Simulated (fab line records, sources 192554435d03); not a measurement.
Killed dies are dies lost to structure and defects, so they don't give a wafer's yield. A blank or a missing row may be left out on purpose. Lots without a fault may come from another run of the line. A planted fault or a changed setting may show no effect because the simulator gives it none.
Which tool did it? | flow n5_finfet | 9 lots, 27 wafers sampled, at 7 steps of a route of 1938

WHAT THE GAUGES READ, wafer by wafer
N5_BEOL_M2_THK_MEAS_53: measures by xrf. Usual: M2_THK 39.4 nm, standard deviation 1.1.
lot  | measured     | on            | M2_THK (nm)       | flag
L355 | day 7 15:40  | film_metro-01 | 40.3 38.2 40.3    |
L359 | day 7 23:50  | film_metro-01 | 39.6 39.6 39.0    |
L363 | day 9 14:44  | film_metro-02 | 37.9 38.9 38.5    |
L365 | day 10 00:40 | film_metro-01 | 39.5 38.2 37.4    |
L368 | day 10 07:15 | film_metro-02 | 40.2 39.3 42.0    |
L367 | day 10 07:39 | film_metro-02 | 37.7 38.5 39.0    |
L376 | day 12 08:16 | film_metro-02 | 143.5 145.3 157.4 | OFF
L377 | day 12 14:37 | film_metro-02 | 147.3 154.9 154.7 | OFF
L378 | day 12 19:09 | film_metro-01 | 37.4 37.6 40.8    |

N5_BEOL_M2_INSPECT_59: inspects for defects (darkfield). Usual: raw_defect_count 83, standard deviation 27.
lot  | measured     | on                | raw_defect_count | flag
L355 | day 7 15:56  | defect_inspect-02 | 65 93 62         |
L359 | day 8 00:07  | defect_inspect-01 | 59 92 63         |
L363 | day 9 15:14  | defect_inspect-01 | 106 96 60        |
L365 | day 10 00:56 | defect_inspect-01 | 55 56 122        |
L368 | day 10 07:32 | defect_inspect-02 | 80 116 110       |
L367 | day 10 07:56 | defect_inspect-01 | 84 66 63         |
L376 | day 12 08:33 | defect_inspect-01 | 5835 5788 5898   | OFF
L377 | day 12 14:56 | defect_inspect-02 | 5751 5806 5783   | OFF
L378 | day 12 19:26 | defect_inspect-02 | 95 147 157       |

N5_BEOL_M4_RC_MEAS_101. Usual: DIBL_N 36.3 mV/V, standard deviation 1.4; DIBL_P 35.7 mV/V, standard deviation 1.5; IOFF_N 0.155 nA/um, standard deviation 0.022; IOFF_P 0.204 nA/um, standard deviation 0.027; ION_N 671 uA/um, standard deviation 9; ION_P 459 uA/um, standard deviation 6.2; SS_N 71.5 mV/dec, standard deviation 0.54; SS_P 73.1 mV/dec, standard deviation 0.56; VT_N 250.2 mV, standard deviation 2.6; VT_P -251 mV, standard deviation 3.3.
lot  | measured     | on        | DIBL_N (mV/V)  | DIBL_P (mV/V)  | IOFF_N (nA/um)    | IOFF_P (nA/um)    | ION_N (uA/um) | ION_P (uA/um) | SS_N (mV/dec)  | SS_P (mV/dec)  | VT_N (mV)         | VT_P (mV)      | flag
L355 | day 8 17:21  | prober-01 | 35.6 34.3 35.9 | 34.2 33.4 34.4 | 0.157 0.136 0.157 | 0.207 0.192 0.203 | 673 661 664   | 457 461 457   | 71.9 71.4 71.1 | 72.7 72.6 72.8 | 246.0 249.0 248.9 | -248 -249 -250 |
L359 | day 8 23:38  | prober-02 | 36.2 34.4 36.4 | 35.2 33.4 34.8 | 0.150 0.129 0.161 | 0.229 0.214 0.235 | 666 670 667   | 468 471 461   | 71.1 70.6 70.9 | 73.1 72.0 73.4 | 252.7 251.9 248.3 | -247 -250 -247 |
L363 | day 10 10:51 | prober-02 | 36.4 34.9 34.9 | 36.7 36.1 34.9 | 0.169 0.154 0.147 | 0.245 0.230 0.223 | 676 679 675   | 467 466 468   | 71.6 71.5 71.6 | 73.9 73.3 72.8 | 246.8 247.3 252.1 | -246 -245 -246 |
L365 | day 10 22:15 | prober-01 | 37.1 36.2 36.8 | 37.5 36.3 37.2 | 0.163 0.154 0.159 | 0.199 0.191 0.209 | 676 679 664   | 461 459 455   | 72.0 71.6 71.5 | 73.3 73.1 73.6 | 248.6 250.6 250.3 | -251 -253 -253 |
L368 | day 11 07:46 | prober-01 | 35.8 36.0 36.3 | 33.7 34.3 33.9 | 0.151 0.158 0.159 | 0.171 0.180 0.179 | 668 682 673   | 451 462 457   | 72.0 70.8 71.1 | 73.8 73.5 74.0 | 252.2 250.4 250.6 | -260 -255 -255 |
L367 | day 11 16:56 | prober-01 | 35.5 35.8 34.5 | 37.0 36.9 36.1 | 0.149 0.160 0.144 | 0.189 0.193 0.182 | 677 672 668   | 458 457 454   | 71.5 71.5 71.3 | 73.8 72.9 73.4 | 249.4 250.1 250.6 | -251 -254 -250 |
L378 | day 13 19:38 | prober-01 | 35.3 37.3 35.1 | 34.7 35.9 34.5 | 0.137 0.166 0.135 | 0.179 0.192 0.178 | 669 671 668   | 460 452 457   | 71.7 71.9 71.5 | 72.8 72.1 72.3 | 250.5 249.3 253.9 | -255 -252 -253 |

WHICH TOOL RAN EACH LOT (tool, then ch and the chambers of the sampled wafers, then the start)
lot  | N5_BEOL_M2_SPUTTER_79        | N5_BEOL_M2_SPUTTER_90        | N5_BEOL_M2_SPUTTER_94        | N5_BEOL_M2_CMP_52
L355 | pvd_sputter-02, day 7 13:11  | pvd_sputter-02, day 7 14:04  | pvd_sputter-02, day 7 14:31  | cmp-03 ch 0,1,2, day 7 15:26
L359 | pvd_sputter-01, day 7 21:30  | pvd_sputter-01, day 7 22:23  | pvd_sputter-01, day 7 22:49  | cmp-02 ch 0,2,3, day 7 23:37
L363 | pvd_sputter-01, day 9 12:23  | pvd_sputter-01, day 9 13:16  | pvd_sputter-01, day 9 13:43  | cmp-02 ch 1,2, day 9 14:29
L365 | pvd_sputter-02, day 9 22:13  | pvd_sputter-02, day 9 23:05  | pvd_sputter-02, day 9 23:32  | cmp-04 ch 0,3, day 10 00:22
L368 | pvd_sputter-01, day 10 04:56 | pvd_sputter-01, day 10 05:49 | pvd_sputter-01, day 10 06:15 | cmp-04 ch 0,3, day 10 07:00
L367 | pvd_sputter-02, day 10 05:20 | pvd_sputter-02, day 10 06:13 | pvd_sputter-02, day 10 06:39 | cmp-03 ch 0,1,3, day 10 07:24
L376 | pvd_sputter-01, day 12 05:56 | pvd_sputter-01, day 12 06:49 | pvd_sputter-01, day 12 07:16 | cmp-04 ch 2,3, day 12 07:58
L377 | pvd_sputter-02, day 12 12:05 | pvd_sputter-02, day 12 13:04 | pvd_sputter-02, day 12 13:34 | cmp-04 ch 0,1,3, day 12 14:23
L378 | pvd_sputter-02, day 12 16:32 | pvd_sputter-02, day 12 17:32 | pvd_sputter-02, day 12 18:01 | cmp-02 ch 0,3, day 12 18:51
- N5_BEOL_M2_SPUTTER_79: material Cu, target thk 4.5 nm, time 8.29 s.
- N5_BEOL_M2_SPUTTER_90: material Cu, target thk 4.5 nm, time 8.29 s.
- N5_BEOL_M2_SPUTTER_94: material Cu, target thk 4.5 nm, time 8.29 s.
- N5_BEOL_M2_CMP_52: polishes, stops on SiOC, t overpolish 6.8 s, target thk 40 nm.

WHAT THE TOOLS THEMSELVES READ (means of the sampled wafers that have a number; where no wafer has one, the mark that the record gives instead)
N5_BEOL_M2_SPUTTER_79. Usual: susceptor_temp_C -20.02 C, standard deviation 0.11; throttle_valve_pct 30.3 %, standard deviation 0.72.
lot  | tool           | susceptor_temp_C (C) | throttle_valve_pct (%) | flag
L355 | pvd_sputter-02 | -19.97               | 30.7                   |
L359 | pvd_sputter-01 | -19.98               | 29.5                   |
L363 | pvd_sputter-01 | -19.95               | 30.5                   |
L365 | pvd_sputter-02 | -20.09               | 29.9                   |
L368 | pvd_sputter-01 | -20.11               | 30.6                   |
L367 | pvd_sputter-02 | -19.93               | 30.5                   |
L376 | pvd_sputter-01 | -20.06               | 30.1                   |
L377 | pvd_sputter-02 | -20.04               | 30.4                   |
L378 | pvd_sputter-02 | -19.98               | 30.3                   |

N5_BEOL_M2_SPUTTER_90. Usual: susceptor_temp_C -19.99 C, standard deviation 0.11; throttle_valve_pct 30.4 %, standard deviation 0.73.
lot  | tool           | susceptor_temp_C (C) | throttle_valve_pct (%) | flag
L355 | pvd_sputter-02 | -20.00               | 30.7                   |
L359 | pvd_sputter-01 | -20.01               | 29.8                   |
L363 | pvd_sputter-01 | -19.89               | 30.5                   |
L365 | pvd_sputter-02 | -20.01               | 29.9                   |
L368 | pvd_sputter-01 | -19.88               | 30.5                   |
L367 | pvd_sputter-02 | -19.89               | 30.5                   |
L376 | pvd_sputter-01 | -19.99               | 30.1                   |
L377 | pvd_sputter-02 | -19.99               | 30.5                   |
L378 | pvd_sputter-02 | -20.02               | 30.5                   |

N5_BEOL_M2_SPUTTER_94. Usual: susceptor_temp_C -20.00 C, standard deviation 0.11; throttle_valve_pct 30.3 %, standard deviation 0.72.
lot  | tool           | susceptor_temp_C (C) | throttle_valve_pct (%) | flag
L355 | pvd_sputter-02 | -19.88               | 30.6                   |
L359 | pvd_sputter-01 | -19.83               | 29.7                   |
L363 | pvd_sputter-01 | -19.94               | 30.4                   |
L365 | pvd_sputter-02 | -20.00               | 29.7                   |
L368 | pvd_sputter-01 | -20.11               | 30.7                   |
L367 | pvd_sputter-02 | -20.03               | 30.6                   |
L376 | pvd_sputter-01 | -20.01               | 30.2                   |
L377 | pvd_sputter-02 | -20.02               | 30.4                   |
L378 | pvd_sputter-02 | -20.08               | 30.4                   |

N5_BEOL_M2_CMP_52. Usual: barrier_field_endpoint_s 25.0 s, standard deviation 0.63; motor_current_A 6.0 A, standard deviation 0.54; overpolish_run_s 6.800 s, standard deviation 0.0082; time_to_endpoint_s 63.8 s, standard deviation 2.6.
lot  | tool   | barrier_field_endpoint_s (s) | motor_current_A (A) | overpolish_run_s (s) | time_to_endpoint_s (s) | flag
L355 | cmp-03 | 24.2                         | 6.2                 | 6.800                | 63.2                   |
L359 | cmp-02 | 25.3                         | 5.6                 | 6.800                | 62.3                   |
L363 | cmp-02 | 24.1                         | 6.4                 | 6.800                | 59.3                   |
L365 | cmp-04 | 25.7                         | 6.0                 | 6.807                | 66.6                   |
L368 | cmp-04 | 24.8                         | 5.9                 | 6.805                | 64.3                   |
L367 | cmp-03 | 24.6                         | 6.1                 | 6.806                | 61.5                   |
L376 | cmp-04 | 41.3                         | 5.9                 | 0.036                | 81.4                   | OFF
L377 | cmp-04 | 41.3                         | 5.8                 | 0.041                | 80.9                   | OFF
L378 | cmp-02 | 25.0                         | 6.2                 | 6.804                | 62.0                   |

THE ANSWER, worked out from the rows above alone
Rule: a lot is off if the mean of its wafers that have a number lies more than 3 standard deviations from the usual mean. A lot without any number at a reading at which 4 lots or more have one is off too. The other lots that the step has rows for count as sound. The gauges are gone through in route order, then the tools' own readings, and for those a lot's mean is taken as printed above. The first step at which some lot is off is used, and at that step the reading that is off furthest; a lot without a number counts as furthest.
Off: L376, L377, at N5_BEOL_M2_THK_MEAS_53 (M2_THK).
A tool fits if, at a process step before that reading, it ran every lot that is off, and no sound lot after the first of them. The gauges at N5_BEOL_M2_THK_MEAS_53 aren't tried: what is off there is off at N5_BEOL_M2_INSPECT_59 too, on other tools, and a gauge's error can't cause that. One fits: cmp-04 at N5_BEOL_M2_CMP_52. Its last sound lot is L368 (day 10 07:00), its first lot that is off L376 (day 12 07:58): a fault that began between those two fits.
The tool's own readings at N5_BEOL_M2_CMP_52 bear it out: on the lots that are off they differ by more than 5 times the standard deviation of the sound lots' means. barrier_field_endpoint_s reads 41.3 s there against 24.8 s on the sound lots; overpolish_run_s reads 0.038 s there against 6.803 s on the sound lots; time_to_endpoint_s reads 81.2 s there against 62.7 s on the sound lots.

WHAT THE SIMULATOR HAD PUT IN
Process parameter drift: cmp-04, from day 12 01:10 on, at N5_BEOL_M2_CMP_52. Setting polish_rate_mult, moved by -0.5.
Lots struck among those shown: L376, L377. The rule above found the same.
